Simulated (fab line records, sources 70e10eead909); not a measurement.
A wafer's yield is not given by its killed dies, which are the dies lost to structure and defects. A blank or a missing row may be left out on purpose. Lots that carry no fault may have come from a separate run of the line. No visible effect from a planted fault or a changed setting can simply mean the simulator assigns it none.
Comparing a struck lot with a sound one / flow nand-harc / 24 steps out of a route of 1302
Sound: the wafers L244.1, L244.2, L244.6. Wafers L250.2, L250.3, L250.4 were the ones struck. The cause is named last.
Per side, at each step with rows, come the tool, then ch with its chambers, and then its first start. Under that, the readings that differ: sound wafers / struck wafers / difference of the means / sigmas: that difference in standard deviations of wafers without a fault.
alike: words and numbers the same on both sides, and readings whose means are apart by under 2 such deviations; not compared: readings that were withheld, readings missing a value for some wafer, numbers with overlapping values and no deviation given by the record, and bounds like >300 which may hide the same value.
Wherever a step has rows on one side only, a row that says differs or no value, or a row with sigmas, the two part there. Numbers that don't overlap but have no deviation are shown without sigmas and don't part them. Lack of a reading on every wafer of one side parts them only where that side has two or more wafers.

NHARC_A_M0_INSPECT_27:
  sound on defect-inspect-02, day 25 08:55; struck on defect-inspect-01, day 29 04:21
reading=raw-defect-count; sound=1230 755 783; struck=555 618 531; difference=-355; sigmas=-2
NHARC_A_M0_PRE_CLEAN_31: time 12 s.
  sound on pecvd-04 ch 0,2, day 25 08:59; struck on pecvd-02 ch 0,1, day 29 04:27
  alike: heater-power-w, rf-fwd-power-W
NHARC_A_M0_DEP_32: deposits SiCN, target thk 30 nm.
  sound on pecvd-04 ch 0,2, day 25 09:04; struck on pecvd-02 ch 0,1, day 29 04:34
  alike: heater-power-w, rf-fwd-power-W
then, 8 steps without rows for these wafers: NHARC_A_M1_DEP_00 (deposits SiOC, target thk 182.5 nm); NHARC_A_M1_DEHYDRATE_01 (time 120 s); NHARC_A_M1_HMDS_02 (time 30 s); NHARC_A_M1_COAT_34 (time 65 s); NHARC_A_M1_COAT_03 (resist thk 90 nm); NHARC_A_M1_SOFTBAKE_04 (time 55 s); NHARC_A_M1_EBR_05; NHARC_A_M1_EXPOSE_06 (exposes mask A M1, target cd 120 nm).
NHARC_A_M1_PEB_07: peb time 65 s.
  sound on litho-track-06 ch 0, day 25 10:05; struck on litho-track-06 ch 0, day 29 05:40
reading=heater-power-total-W (W); sound=156.0 155.9 157.1; struck=163.9 163.8 164.5; difference=+7.7; sigmas=+18
reading=plate-temp-C (C); sound=100.13 100.13 100.30; struck=103.50 103.35 103.46; difference=+3.25; sigmas=+25
then, 1 step without rows for these wafers: NHARC_A_M1_DEVELOP_08 (develop time 35 s).
NHARC_A_M1_CD_MEAS_09 targets a cd of 120 nm.
  sound on cd-sem-01 ch 0, day 25 10:10; struck on cd-sem-02 ch 0, day 29 05:44
reading=cd-nm (nm); sound=119.1 119.1 119.5; struck=131.7 131.5 131.6; difference=+12.4; sigmas=+24
NHARC_A_M1_OVL_MEAS_10: pitch 240 nm.
  sound on overlay-01, day 25 10:16; struck on overlay-01, day 29 05:50
  alike: overlay-x-nm, overlay-y-nm
NHARC_A_M1_INSPECT_11:
  sound on defect-inspect-02, day 25 10:18; struck on defect-inspect-01, day 29 05:52
  alike: raw-defect-count
NHARC_A_M1_DESCUM_14: chemistry O2, time 3 s.
  sound on rie-diel-02 ch 0,2,3, day 25 10:22; struck on rie-diel-01 ch 0,1,3, day 29 05:55
reading=model.A_M1.cd-nm (nm); sound=119.6 119.8 120; struck=131.4 131.3 131.4; difference=+11.6; sigmas=
  alike: drypump-motor-current-A, o2-flow-sccm, oes-product-au, rf-vpp-V, showerhead-plenum-p-Torr, throttle-valve-pct
  not compared: rf-hours-counter-h
NHARC_A_M1_ETCH_35: etches the open film in N2/H2, target depth 40 nm, overetch 12 nm, time 43.94 s.
  sound on rie-diel-02 ch 0,2, day 25 10:27; struck on rie-diel-01 ch 0,1,2, day 29 06:01
  alike: drypump-motor-current-A, oes-product-au, rf-fwd-power-W, rf-vpp-V, showerhead-plenum-p-Torr, throttle-valve-pct
  not compared: rf-hours-counter-h
NHARC_A_M1_ETCH_15: etches the open film in C4F8/Ar, target depth 182.5 nm, time 91.2 s.
  sound: rie-diel-02 ch 1,2,3; struck: rie-diel-01 ch 0,1,2
  alike: oes-product-au, rf-fwd-power-W, rf-vpp-V
  not compared: rf-hours-counter-h
NHARC_A_M1_CD_MEAS_16:
  sound on cd-sem-02, day 25 10:40; struck on cd-sem-01, day 29 06:14
reading=cd-nm (nm); sound=119.4 119.6 119.7; struck=131.4 130.9 131.6; difference=+11.7; sigmas=+19
NHARC_A_M1_STRIP_18: strips in N2/H2.
  sound on rie-diel-07 ch 1,2,3, day 25 10:46; struck on rie-diel-02 ch 0,1,3, day 29 06:18
  alike: drypump-motor-current-A, oes-product-au, power-w, rf-fwd-power-W, rf-vpp-V, showerhead-plenum-p-Torr, throttle-valve-pct
  not compared: rf-hours-counter-h
NHARC_A_M1_ETCH_28: etches the open film in CF4/N2, target depth 30 nm, time 72.99 s.
  sound: rie-diel-07 ch 0,3; struck: rie-diel-02 ch 0,1,3
reading=model.A_M1.cd-nm (nm); sound=118.5 119.6 119.8; struck=131.6 131.2 131.3; difference=+12.1; sigmas=
  alike: drypump-motor-current-A, oes-product-au, rf-fwd-power-W, rf-vpp-V, showerhead-plenum-p-Torr, throttle-valve-pct
  not compared: rf-hours-counter-h
then, 1 step without rows for these wafers: NHARC_A_M1_STRIP_19 (strips in post etch residue remover, time 600 s).
-- record jumps: 2 days between struck wafers' starts before vs after; left off in module A_M1, resumes in module END, first step shown is number 1302 of the route --
NHARC_END_SORT_01:
  here the record holds rows for the struck wafers (prober-02 ch 0, day 31 15:45) but none for the sound ones

## WHERE THEY PART
First at NHARC_A_M0_INSPECT_27; last, within this record, at NHARC_END_SORT_01.

WHY: whatever the simulator had introduced
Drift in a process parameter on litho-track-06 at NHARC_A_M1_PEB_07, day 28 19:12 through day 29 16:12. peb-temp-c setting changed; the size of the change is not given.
